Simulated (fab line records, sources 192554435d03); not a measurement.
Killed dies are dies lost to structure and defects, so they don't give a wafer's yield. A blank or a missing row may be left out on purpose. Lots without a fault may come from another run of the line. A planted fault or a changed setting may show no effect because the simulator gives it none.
fab line records | flow n5_finfet
record lots=7 wafers=39
route steps=1938 shown FIN_SAQP@125 SD_EPI_P@321 SD_ACTIVATION@330 MOL_CONTACT_COAG@584 BEOL_M2@879 BEOL_M4@1059
start_h: hours from the record's first day to the start of the lot's first wafer shown | wait_h: hours since the lot's step before | " the same as in the row above | L1.1+2: a row that stands for several wafers | - no value, or no start given | * or withheld: withheld | < > ~ a bound
route shown NAME@n: a module of which the file shows steps, and the number in the route of the first | usual: mean/standard deviation of fault-free wafers | same: alike in all rows | chamber/n: place in a boat | sites: the reading at each site | _std_site: their standard deviation | _edge_site: outer sites' mean less inner sites' | radius_mm: how far each site lies from the wafer's centre | mask NAME#n: copy n | behind: the tool/chamber that last shaped the wafer | hold: why the lot was held/for how many hours/how that ended | device: the transistor (n, p or np) that didn't switch | end of line: the same wafers' tests at the end of the route | a step without rows: its recipe alone | killed: dies lost to structure and defects at the first sort, not the wafer's yield | map: a wafer's dies, x killed, . not, _ none there
set.NAME: the setting as run; set.NAME@STEP: as run at that earlier step | model.NAME: the simulator's own value behind a step, which no gauge read
lots whose settings were changed on purpose; a table a step, a row a wafer
## steps
# step N5_FIN_SAQP_SPACER1_ALD_24
# recipe material=SiO2 target_thk_a=203 temp_c=300 ald_precursor_family=BDEAS ald_co_reactant=O2-plasma pulse_time_s=1 purge_time_s=2 co_reactant_purge_time_s=2 ald_cycles=218 pressure_torr=2
# columns lot.wafer tool chamber start_h wait_h set.ald_cycles model.SiO2_of_FIN_SAQP_SPACER1_ALD_24.thk_nm
L079.1+2+3 ald_sin-01 2,0,3 53.51 0.3 218 20.4
L079.4+5 " 1,2 " " 292 27.2
L079.6 " 3 " " 292 27.4
L083.1 ald_sin-04 0 76.87 0.3 218 20.4
L083.5+6 " 2,3 " " 218 20.2
L084.1 ald_sin-01 2 83.37 0.6 218 20.2
L084.2+6 " 0,3 " " 338 31.4
L084.3+4 " 1,3 " " 218 20.4
L084.5 " 2 " " 338 31.6
L087.1+2+4+5 ald_sin-01 0,3,2,1 102.02 0.3 218 20.2
L087.3+6 " 1,2 " " 218 20.4
L090.1+4+6 ald_sin-04 1,0,2 119.27 0.5 218 20.2
L090.2+5 " 2,1 " " 105 9.8
L090.3 " 3 " " 105 10
L092.1+4 ald_sin-02 0,3 131.52 0.6 144 13.4
L092.2+5 " 1,0 " " 218 20.2
L092.3 " 2 " " 218 20.4
L092.6 " 3 " " 144 13.6
L097.1+3 ald_sin-04 0,2 160.85 0.4 315 29.4
L097.2+6 " 1 " " 218 20.2
L097.4 " 3 " " 218 20.4
L097.5 " 0 " " 315 29.2
# step N5_FIN_SAQP_SPACER1_ETCHBACK_25
# recipe chemistry=CHF3/O2 mode=anisotropic_etchback target=SiO2 target_depth_a=244 time_s=12.2 pressure_mtorr=30 source_w=650 bias_w=170 Ar_flow_sccm=200 CHF3_flow_sccm=50 O2_flow_sccm=5 ion_energy_ev=200
# step N5_FIN_SAQP_MANDREL1_REMOVE_56
# recipe chemistry=HBr/Cl2/O2 bt_time_s=10 target=a-Si stop_on=SiNx endpoint=OES-SiCl over_etch_frac=1 icp_w=600 bias_w=22 HBr_flow_sccm=150 Cl2_flow_sccm=80 O2_flow_sccm=5 pressure_mtorr=10
# columns lot.wafer tool chamber start_h wait_h set.ald_cycles@FIN_SAQP_SPACER1_ALD_24 model.FIN_SAQP.cd_nm
L079.1+2 rie_si-05 2,3 54.47 0.1 218 20.4
L079.3 " 0 " " 218 20.2
L079.4+6 " 1,0 " " 292 27.2
L079.5 " 3 " " 292 27
L083.1 rie_si-02 1 77.74 0.1 218 20.4
L083.5+6 " 1,2 " " 218 20.2
L084.1 rie_si-05 2 84.18 0.1 218 20.2
L084.2+5+6 " 0,3,2 " " 338 31.4
L084.3+4 " 1,3 " " 218 20.4
L087.1+3+4 rie_si-03 2,0,3 102.82 0.1 218 20.2
L087.2+5+6 " 1,1,0 " " 218 20.4
L090.1+4+6 rie_si-02 1,0,2 120.19 0.1 218 20.2
L090.2 " 2 " " 105 9.8
L090.3 " 3 " " 105 10
L090.5 " 1 " " 105 9.6
L092.1+4 rie_si-02 2,0 132.32 0.1 144 13.4
L092.2+3+5 " 0,3,3 " " 218 20.2
L092.6 " 2 " " 144 13.6
L097.1+3 rie_si-05 3,1 161.66 0.1 315 29.4
L097.2+6 " 2,0 " " 218 20.2
L097.4 " 0 " " 218 20.4
L097.5 " 3 " " 315 29.2
# step N5_FIN_SAQP_CD_MEAS_27
# recipe target_cd_nm=20 landing_energy_ev=1000 detector=se_inlens polarity=line
# usual cd_nm=20.30/0.23
# columns lot.wafer tool chamber start_h wait_h set.ald_cycles@FIN_SAQP_SPACER1_ALD_24 cd_nm
L079.1 cd_sem-01 0 54.58 0.1 218 20.16
L079.2 " 0 " " 218 20.32
L079.3 " 0 " " 218 20.40
L079.4 " 0 " " 292 27.04
L079.5 " 0 " " 292 27.39
L079.6 " 0 " " 292 27.07
L083.1 cd_sem-03 0 77.85 0.1 218 19.94
L083.5 " 0 " " 218 20.30
L083.6 " 0 " " 218 20.03
L084.1 cd_sem-03 0 84.29 0.1 218 19.80
L084.2 " 0 " " 338 31.11
L084.3 " 0 " " 218 20.40
L084.4 " 0 " " 218 20.28
L084.5 " 0 " " 338 31.16
L084.6 " 0 " " 338 31.29
L087.1 cd_sem-02 0 102.93 0.1 218 20.19
L087.2 " 0 " " 218 20.19
L087.3 " 0 " " 218 20.53
L087.4 " 0 " " 218 20.22
L087.5 " 0 " " 218 20.48
L087.6 " 0 " " 218 20.19
L090.1 cd_sem-02 0 120.30 0.1 218 20.14
L090.2 " 0 " " 105 9.73
L090.3 " 0 " " 105 9.68
L090.4 " 0 " " 218 19.97
L090.5 " 0 " " 105 9.62
L090.6 " 0 " " 218 20.50
L092.1 cd_sem-03 0 132.43 0.1 144 13.48
L092.2 " 0 " " 218 20.19
L092.3 " 0 " " 218 20.06
L092.4 " 0 " " 144 13.34
L092.5 " 0 " " 218 20.07
L092.6 " 0 " " 144 13.31
L097.1 cd_sem-02 0 161.76 0.1 315 29.30
L097.2 " 0 " " 218 20.68
L097.3 " 0 " " 315 29.47
L097.4 " 0 " " 218 20.67
L097.5 " 0 " " 315 29.31
L097.6 " 0 " " 218 20.24
# step N5_SD_EPI_P_EPI_21
# recipe material=SiGe:B dopant=B temp_c=550 pressure_torr=20 ambient=H2 time_s=355
# columns lot.wafer tool chamber start_h wait_h set.time_s model.SiGe-B_of_SD_EPI_P_EPI_21.thk_nm
L079.1 epi_rpcvd-04 0 85.14 0.1 440.8 70.8
L079.2 " 0 " " 440.8 70.6
L079.3 " 0 " " 355 61.4
L079.4 " 0 " " 440.8 70.4
L079.5 " 0 " " 355 60.4
L079.6 " 0 " " 355 61
L083.1 epi_rpcvd-04 0 107.27 0.1 355 61.4
L083.5 " 0 108.71 1.5 355 61.2
L083.6 " 0 " " 355 62
L084.1 epi_rpcvd-03 0 113.88 0.1 214.7 39.6
L084.2 " 0 " " 214.7 39.8
L084.3 " 0 " " 214.7 40
L084.4 " 0 " " 355 61
L084.5 " 0 " " 355 61.4
L084.6 " 0 " " 355 60.6
L087.1+3+4 epi_rpcvd-02 0 134.03 0.1 355 61.6
L087.2 " 0 " " 355 61.4
L087.5+6 " 0 135.47 1.5 355 61.2
L090.1 epi_rpcvd-03 0 151.03 0.2 558.3 84.2
L090.2 " 0 " " 558.3 83.4
L090.3 " 0 " " 355 61.2
L090.4 " 0 " " 355 61
L090.5 " 0 " " 558.3 83.6
L090.6 " 0 " " 355 61.8
L092.1 epi_rpcvd-02 0 162.37 0.1 355 61.2
L092.2 " 0 " " 209.9 38.8
L092.3 " 0 " " 355 59.8
L092.4 " 0 " " 209.9 39.2
L092.5 " 0 " " 209.9 38.6
L092.6 " 0 " " 355 60.4
L097.1+2 epi_rpcvd-02 0 194.24 0.1 152.1 28.2
L097.3 " 0 " " 355 60.2
L097.4 " 0 " " 355 61.2
L097.5 " 0 " " 355 61.4
L097.6 " 0 " " 152.1 27.8
# step N5_SD_EPI_P_EPI_MEAS_23
# recipe mode=xrd
# usual thk_nm=60.9/1.2
# columns lot.wafer tool chamber start_h wait_h set.time_s@SD_EPI_P_EPI_21 thk_nm
L079.1 film_metro-01 - 87.35 1.9 440.8 71.2
L079.2 " - " " 440.8 68.7
L079.3 " - " " 355 61.9
L079.4 " - " " 440.8 70.9
L079.5 " - " " 355 61.5
L079.6 " - " " 355 61.3
L083.1 film_metro-01 - 109.47 1.8 355 61.8
L083.5 " - " " 355 61.7
L083.6 " - " " 355 62.0
L084.1 film_metro-01 - 116.07 1.9 214.7 38.8
L084.2 " - " " 214.7 38.7
L084.3 " - " " 214.7 40.6
L084.4 " - " " 355 61.7
L084.5 " - " " 355 59.5
L084.6 " - " " 355 60.0
L087.1 film_metro-01 - 136.22 1.8 355 60.5
L087.2 " - " " 355 61.7
L087.3 " - " " 355 61.2
L087.4 " - " " 355 61.3
L087.5 " - " " 355 60.8
L087.6 " - " " 355 60.4
L090.1 film_metro-02 - 153.94 2.4 558.3 84.4
L090.2 " - " " 558.3 83.2
L090.3 " - " " 355 60.5
L090.4 " - " " 355 60.2
L090.5 " - " " 558.3 83.8
L090.6 " - " " 355 60.6
L092.1 film_metro-01 - 164.57 1.8 355 61.9
L092.2 " - " " 209.9 38.1
L092.3 " - " " 355 60.4
L092.4 " - " " 209.9 37.7
L092.5 " - " " 209.9 38.0
L092.6 " - " " 355 60.8
L097.1 film_metro-02 - 196.44 1.9 152.1 27.8
L097.2 " - " " 152.1 28.1
L097.3 " - " " 355 60.9
L097.4 " - " " 355 62.7
L097.5 " - " " 355 61.4
L097.6 " - " " 152.1 26.7
# step N5_SD_EPI_P_HM_STRIP_48
# recipe chemistry=H3PO4 temp_c=160 material=SiNx target=SiNx target_depth_a=30 overetch_fraction=0.3
# step N5_SD_EPI_P_SRD_49
# recipe dry=ipa_marangoni time_s=30 temp_c=23 rinse_liquid=diw
# step N5_SD_ACTIVATION_RTA_00
# recipe temp_c=975 time_s=0 ambient=N2 idle_temp_c=600 ramp_up_c_per_s=150 ramp_down_c_per_s=60 cool_to_c=600
# step N5_SD_ACTIVATION_LSA_01
# recipe temp_c=1080 time_s=0.0008 ambient=N2
# step N5_SD_ACTIVATION_RS_MEAS_03
# recipe thk_meas_gauge=four-point-probe
# usual RS_SD_N=21.9/0.31 RS_SD_P=56.1/0.95
# columns lot.wafer tool chamber start_h wait_h set.time_s@SD_EPI_P_EPI_21 RS_SD_N[ohm/sq] RS_SD_P[ohm/sq]
L079.1 film_metro-01 - 88.21 0.2 440.8 22.0 47.8
L079.2 " - " " 440.8 22.2 47.7
L079.3 " - " " 355 22.0 55.3
L079.4 " - " " 440.8 21.8 48.2
L079.5 " - " " 355 21.8 56.3
L079.6 " - " " 355 21.8 55.8
L083.1 film_metro-02 - 110.09 0.2 355 21.6 55.5
L083.5 " - " " 355 21.7 55.7
L083.6 " - " " 355 21.6 55.3
L084.1 film_metro-02 - 116.78 0.2 214.7 21.7 85.6
L084.2 " - " " 214.7 22.0 84.7
L084.3 " - " " 214.7 21.8 84.4
L084.4 " - " " 355 22.0 55.5
L084.5 " - " " 355 21.8 55.4
L084.6 " - " " 355 22.2 55.5
L087.1 film_metro-02 - 136.85 0.2 355 22.0 54.5
L087.2 " - " " 355 21.7 54.8
L087.3 " - " " 355 21.6 54.9
L087.4 " - " " 355 21.4 54.8
L087.5 " - " " 355 21.6 54.8
L087.6 " - " " 355 21.3 55.2
L090.1 film_metro-02 - 154.55 0.2 558.3 22.1 40.6
L090.2 " - " " 558.3 21.7 41.6
L090.3 " - " " 355 21.5 56.2
L090.4 " - " " 355 21.6 56.3
L090.5 " - " " 558.3 21.9 40.9
L090.6 " - " " 355 21.5 56.5
L092.1 film_metro-02 - 165.29 0.2 355 22.6 55.6
L092.2 " - " " 209.9 22.6 87.5
L092.3 " - " " 355 22.2 57.2
L092.4 " - " " 209.9 22.3 87.8
L092.5 " - " " 209.9 22.5 88.2
L092.6 " - " " 355 22.1 56.8
L097.1 film_metro-02 - 197.06 0.2 152.1 21.2 123.3
L097.2 " - " " 152.1 21.7 124.3
L097.3 " - " " 355 21.2 58.0
L097.4 " - " " 355 21.5 56.9
L097.5 " - " " 355 21.8 56.8
L097.6 " - " " 152.1 21.4 124.9
# step N5_MOL_CONTACT_COAG_ETCHBACK_135
# recipe chemistry=CHF3 target=SiO2 target_depth_a=250 time_s=16.7 ion_energy_ev=200 pressure_mtorr=30 source_w=610 bias_w=170 Ar_flow_sccm=200 CHF3_flow_sccm=50
# columns lot.wafer tool chamber start_h wait_h set.time_s model.SOC_of_MOL_CONTACT_COAG_COAT_75.thk_nm
L079.1+2 rie_diel-02 1,3 128.93 0.0 16.7 57.4
L079.3+4+5 " 0,2,1 " " 13.01 58
L079.6 " 0 " " 16.7 57.6
L083.1+5 rie_diel-01 1,3 154.47 0.0 16.7 57.6
L083.6 " 0 " " 16.7 57.8
L084.1+2+5+6 rie_diel-04 3,2,2,1 157.40 0.0 16.7 57.4
L084.3+4 " 1,0 " " 16.7 57.2
L087.1+2+3+6 rie_diel-01 1,2,3,0 186.40 0.0 16.7 57.2
L087.4+5 " 0,1 " " 16.7 57.4
L090.1 rie_diel-04 2 195.11 0.0 16.7 57
L090.2+6 " 3,0 " " 16.7 57.2
L090.3+4+5 " 0,2,3 " " 25.91 55.6
L092.1+4+6 rie_diel-02 1,0,2 207.63 0.0 16.7 57.4
L092.2+3+5 " 3,2,3 " " 16.7 57.6
L097.1+4+5 rie_diel-02 2,0,1 237.17 0.0 9.13 58.8
L097.2 " 0 " " 16.7 57.4
L097.3 " 1 " " 16.7 57.2
L097.6 " 2 " " 16.7 57.6
# step N5_MOL_CONTACT_COAG_STRIP_118
# recipe chemistry=CHF3 resist=SiARC rf_frequency_hz=6e+07
# step N5_MOL_CONTACT_COAG_VIA_ETCH_46
# recipe chemistry=C4F6/O2 target_depth_a=460 overetch_a=92 mask_material=SOC target=SiO2 bias_w=455 pressure_mtorr=10 time_s=40 source_w=325 Ar_flow_sccm=300 C4F6_flow_sccm=10 O2_flow_sccm=10 ion_energy_ev=575.3 ends=end_point
# columns lot.wafer tool chamber start_h wait_h set.time_s@MOL_CONTACT_COAG_ETCHBACK_135 model.SOC_of_MOL_CONTACT_COAG_COAT_75.thk_nm
L079.1 rie_diel-02 1 128.97 0.0 16.7 50.6
L079.2 " 3 " " 16.7 51.2
L079.3+4 " 0,2 " " 13.01 51.6
L079.5 " 1 " " 13.01 51.2
L079.6 " 0 " " 16.7 51
L083.1 rie_diel-01 1 154.51 0.0 16.7 51
L083.5 " 3 " " 16.7 50.8
L083.6 " 0 " " 16.7 51.2
L084.1+2+5 rie_diel-04 3,2,2 157.43 0.0 16.7 50.8
L084.3+6 " 1 " " 16.7 51
L084.4 " 0 " " 16.7 50.6
L087.1+3+5+6 rie_diel-01 1,3,1,0 186.43 0.0 16.7 50.6
L087.2 " 2 " " 16.7 50.2
L087.4 " 0 " " 16.7 50.8
L090.1+6 rie_diel-04 2,0 195.14 0.0 16.7 50.4
L090.2 " 3 " " 16.7 50.6
L090.3+4+5 " 0,2,3 " " 25.91 49
L092.1 rie_diel-02 1 207.67 0.0 16.7 50.6
L092.2+3+5 " 3,2,3 " " 16.7 51.2
L092.4+6 " 0,2 " " 16.7 51
L097.1 rie_diel-02 2 237.20 0.0 9.13 52.2
L097.2 " 0 " " 16.7 51
L097.3 " 1 " " 16.7 50.6
L097.4 " 0 " " 9.13 52.4
L097.5 " 1 " " 9.13 52
L097.6 " 2 " " 16.7 51.2
# step N5_BEOL_M2_DESCUM_33
# recipe chemistry=O2 time_s=7 source_power_w=50 bias_power_w=20 pressure_mtorr=20 rf_frequency_hz=2.712e+07 temp_c=40 resist=CAR-EUV o2_flow_sccm=225
# columns lot.wafer tool chamber start_h wait_h set.time_s model.CAR-EUV_of_BEOL_M2_COAT_22.thk_nm
L079.1+3+5 rie_diel-02 3,1,1 169.77 0.0 9.776 24.8
L079.2 " 0 " " 7 26
L079.4+6 " 2 " " 7 26.2
L084.1+2+6 rie_diel-02 3,1,3 192.64 0.0 7 26
L084.3+4 " 0,2 " " 11.08 24
L084.5 " 0 " " 11.08 23.8
L083.1+5+6 rie_diel-02 0,1,0 193.28 0.0 7 26
L087.1+4+5 rie_diel-04 0,3,2 228.80 1.9 3.006 28.2
L087.2 " 3 " " 7 26
L087.3+6 " 2,0 " " 7 26.2
L090.1+3+4 rie_diel-02 1,2,0 230.50 0.1 7 26.2
L090.2+5+6 " 0,2,1 " " 10.2 24.6
L092.1+2+3+5+6 rie_diel-01 0,2,3,2,1 242.37 0.0 7 26.2
L092.4 " 1 " " 7 26
L097.1 rie_diel-02 3 273.48 0.0 4.38 27.2
L097.2 " 1 " " 7 26
L097.3+5 " 0,3 " " 4.38 27.4
L097.4+6 " 1,0 " " 7 26.2
# step N5_BEOL_M2_ETCH_77
# recipe chemistry=N2/H2 target=underlayer target_depth_a=65 mask_material=CAR-EUV time_s=5.2 ion_energy_ev=200 pressure_mtorr=30 source_w=840 bias_w=150 n2_flow_sccm=200 h2_flow_sccm=200 ends=cleared
# step N5_BEOL_M2_ETCH_69
# recipe chemistry=CF4 target=SiARC target_depth_a=156 mask_material=CAR-EUV time_s=26 ion_energy_ev=80 pressure_mtorr=40 source_w=545 bias_w=36 Ar_flow_sccm=100 cf4_flow_sccm=100 ends=cleared
# columns lot.wafer tool chamber start_h wait_h set.time_s@BEOL_M2_DESCUM_33 model.CAR-EUV_of_BEOL_M2_COAT_22.thk_nm
L079.1+3+5 rie_diel-02 3,1,1 169.82 0.0 9.776 9.8
L079.2+4+6 " 0,2,2 " " 7 11.2
L084.1+2+6 rie_diel-02 3,1,3 192.69 0.0 7 11
L084.3+4+5 " 0,2,0 " " 11.08 9
L083.1+6 rie_diel-02 0 193.33 0.0 7 11
L083.5 " 1 " " 7 11.2
L087.1+4+5 rie_diel-04 0,3,2 228.85 0.0 3.006 13.2
L087.2+3+6 " 3,2,0 " " 7 11.2
L090.1 rie_diel-02 1 230.55 0.0 7 11.4
L090.2+6 " 0,1 " " 10.2 9.6
L090.3+4 " 2,0 " " 7 11.2
L090.5 " 2 " " 10.2 9.8
L092.1+2+3+4+5+6 rie_diel-01 0,2,3,1,2,1 242.42 0.0 7 11.2
L097.1 rie_diel-02 3 273.53 0.0 4.38 12.2
L097.2+4+6 " 1,1,0 " " 7 11.2
L097.3+5 " 0,3 " " 4.38 12.4
# step N5_BEOL_M4_DESCUM_33
# recipe chemistry=O2 time_s=7 source_power_w=50 bias_power_w=20 pressure_mtorr=20 rf_frequency_hz=2.712e+07 temp_c=40 resist=CAR-EUV o2_flow_sccm=225
# columns lot.wafer tool chamber start_h wait_h set.time_s model.CAR-EUV_of_BEOL_M4_COAT_22.thk_nm
L079.1+3+4 rie_diel-02 0,2,1 196.34 0.1 8.483 25.4
L079.2+5+6 " 3,2,1 " " 7 26.2
L084.1+2+5 rie_diel-04 2,3,0 226.59 1.8 7 26.2
L084.3 " 0 " " 4.79 27.4
L084.4+6 " 2,3 " " 4.79 27.2
L083.1+5+6 rie_diel-04 2,2,3 227.81 1.2 7 26
L087.1+5+6 rie_diel-02 0,0,1 262.89 0.2 7 25.8
L087.2+3+4 " 1,3,3 " " 10.74 24
L090.1+4 rie_diel-02 1 264.32 0.1 7 26.2
L090.2+3+5 " 3,0,0 " " 9.588 24.8
L090.6 " 3 " " 7 26
L092.1+5+6 rie_diel-04 0,1,2 271.33 0.0 5.584 26.8
L092.2+3+4 " 1,3,2 " " 7 26.2
L097.1 rie_diel-01 0 350.17 0.0 7 26.2
L097.2+5 " 3,2 " " 10.64 24.2
L097.3+4 " 2,1 " " 7 26
L097.6 " 3 " " 10.64 24.4
# step N5_BEOL_M4_ETCH_77
# recipe chemistry=N2/H2 target=underlayer target_depth_a=65 mask_material=CAR-EUV time_s=5.2 ion_energy_ev=200 pressure_mtorr=30 source_w=840 bias_w=150 n2_flow_sccm=200 h2_flow_sccm=200 ends=cleared
# columns lot.wafer tool chamber start_h wait_h set.time_s@BEOL_M4_DESCUM_33 model.CAR-EUV_of_BEOL_M4_COAT_22.thk_nm
L079.1+4 rie_diel-02 0,1 196.38 0.0 8.483 19.8
L079.2+5 " 3,2 " " 7 20.4
L079.3 " 2 " " 8.483 19.6
L079.6 " 1 " " 7 20.6
L084.1+2 rie_diel-04 2,3 226.62 0.0 7 20.4
L084.3+6 " 0,3 " " 4.79 21.6
L084.4 " 2 " " 4.79 21.4
L084.5 " 0 " " 7 20.6
L083.1 rie_diel-04 2 227.85 0.0 7 20.2
L083.5+6 " 2,3 " " 7 20.4
L087.1+5+6 rie_diel-02 0,0,1 262.93 0.0 7 20.2
L087.2 " 1 " " 10.74 18.4
L087.3+4 " 3 " " 10.74 18.2
L090.1+4+6 rie_diel-02 1,1,3 264.36 0.0 7 20.4
L090.2+3+5 " 3,0,0 " " 9.588 19
L092.1+5+6 rie_diel-04 0,1,2 271.36 0.0 5.584 21
L092.2+3+4 " 1,3,2 " " 7 20.4
L097.1+3+4 rie_diel-01 0,2,1 350.20 0.0 7 20.4
L097.2 " 3 " " 10.64 18.4
L097.5+6 " 2,3 " " 10.64 18.6
# step N5_BEOL_M4_ETCH_69
# recipe chemistry=CF4 target=SiARC target_depth_a=156 mask_material=CAR-EUV time_s=26 ion_energy_ev=80 pressure_mtorr=40 source_w=545 bias_w=36 Ar_flow_sccm=100 cf4_flow_sccm=100 ends=cleared
# columns lot.wafer tool chamber start_h wait_h set.time_s@BEOL_M4_DESCUM_33 model.CAR-EUV_of_BEOL_M4_COAT_22.thk_nm
L079.1+4 rie_diel-02 0,1 196.40 0.0 8.483 10.6
L079.2+5 " 3,2 " " 7 11.2
L079.3 " 2 " " 8.483 10.4
L079.6 " 1 " " 7 11.4
L084.1+2 rie_diel-04 2,3 226.64 0.0 7 11.2
L084.3 " 0 " " 4.79 12.4
L084.4+6 " 2,3 " " 4.79 12.2
L084.5 " 0 " " 7 11.4
L083.1 rie_diel-04 2 227.86 0.0 7 11
L083.5+6 " 2,3 " " 7 11.2
L087.1+5 rie_diel-02 0 262.95 0.0 7 10.8
L087.2+3+4 " 1,3,3 " " 10.74 9
L087.6 " 1 " " 7 11
L090.1+4 rie_diel-02 1 264.37 0.0 7 11.2
L090.2+3+5 " 3,0,0 " " 9.588 9.8
L090.6 " 3 " " 7 11
L092.1+5+6 rie_diel-04 0,1,2 271.38 0.0 5.584 11.8
L092.2+3 " 1,3 " " 7 11.2
L092.4 " 2 " " 7 11
L097.1+3+4 rie_diel-01 0,2,1 350.22 0.0 7 11.2
L097.2 " 3 " " 10.64 9.2
L097.5+6 " 2,3 " " 10.64 9.4
## key
split step=N5_FIN_SAQP_SPACER1_ALD_24 setting=ald_cycles stated=218 by=wafer
response step=N5_FIN_SAQP_SPACER1_ALD_24 reading=model.SiO2_of_FIN_SAQP_SPACER1_ALD_24.thk_nm change=+0.202 per=1% r=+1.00
response step=N5_FIN_SAQP_MANDREL1_REMOVE_56 reading=model.FIN_SAQP.cd_nm change=+0.201 per=1% r=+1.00
response step=N5_FIN_SAQP_CD_MEAS_27 reading=cd_nm change=+0.201 per=1% r=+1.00
split step=N5_SD_EPI_P_EPI_21 setting=time_s stated=355 by=wafer
response step=N5_SD_EPI_P_EPI_21 reading=model.SiGe-B_of_SD_EPI_P_EPI_21.thk_nm change=+0.494 per=1% r=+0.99
response step=N5_SD_EPI_P_EPI_MEAS_23 reading=thk_nm change=* per=1% r=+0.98
response step=N5_SD_ACTIVATION_RS_MEAS_03 reading=RS_SD_P change=-0.708 per=1% r=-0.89
split step=N5_MOL_CONTACT_COAG_ETCHBACK_135 setting=time_s stated=16.7 by=wafer
response step=N5_MOL_CONTACT_COAG_ETCHBACK_135 reading=model.SOC_of_MOL_CONTACT_COAG_COAT_75.thk_nm change=-0.0286 per=1% r=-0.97
response step=N5_MOL_CONTACT_COAG_VIA_ETCH_46 reading=model.SOC_of_MOL_CONTACT_COAG_COAT_75.thk_nm change=-0.0269 per=1% r=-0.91
split step=N5_BEOL_M2_DESCUM_33 setting=time_s stated=7 by=wafer
response step=N5_BEOL_M2_DESCUM_33 reading=model.CAR-EUV_of_BEOL_M2_COAT_22.thk_nm change=-0.0349 per=1% r=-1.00
response step=N5_BEOL_M2_ETCH_69 reading=model.CAR-EUV_of_BEOL_M2_COAT_22.thk_nm change=-0.0343 per=1% r=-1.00
split step=N5_BEOL_M4_DESCUM_33 setting=time_s stated=7 by=wafer
response step=N5_BEOL_M4_DESCUM_33 reading=model.CAR-EUV_of_BEOL_M4_COAT_22.thk_nm change=-0.0344 per=1% r=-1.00
response step=N5_BEOL_M4_ETCH_77 reading=model.CAR-EUV_of_BEOL_M4_COAT_22.thk_nm change=-0.0357 per=1% r=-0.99
response step=N5_BEOL_M4_ETCH_69 reading=model.CAR-EUV_of_BEOL_M4_COAT_22.thk_nm change=-0.0349 per=1% r=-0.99
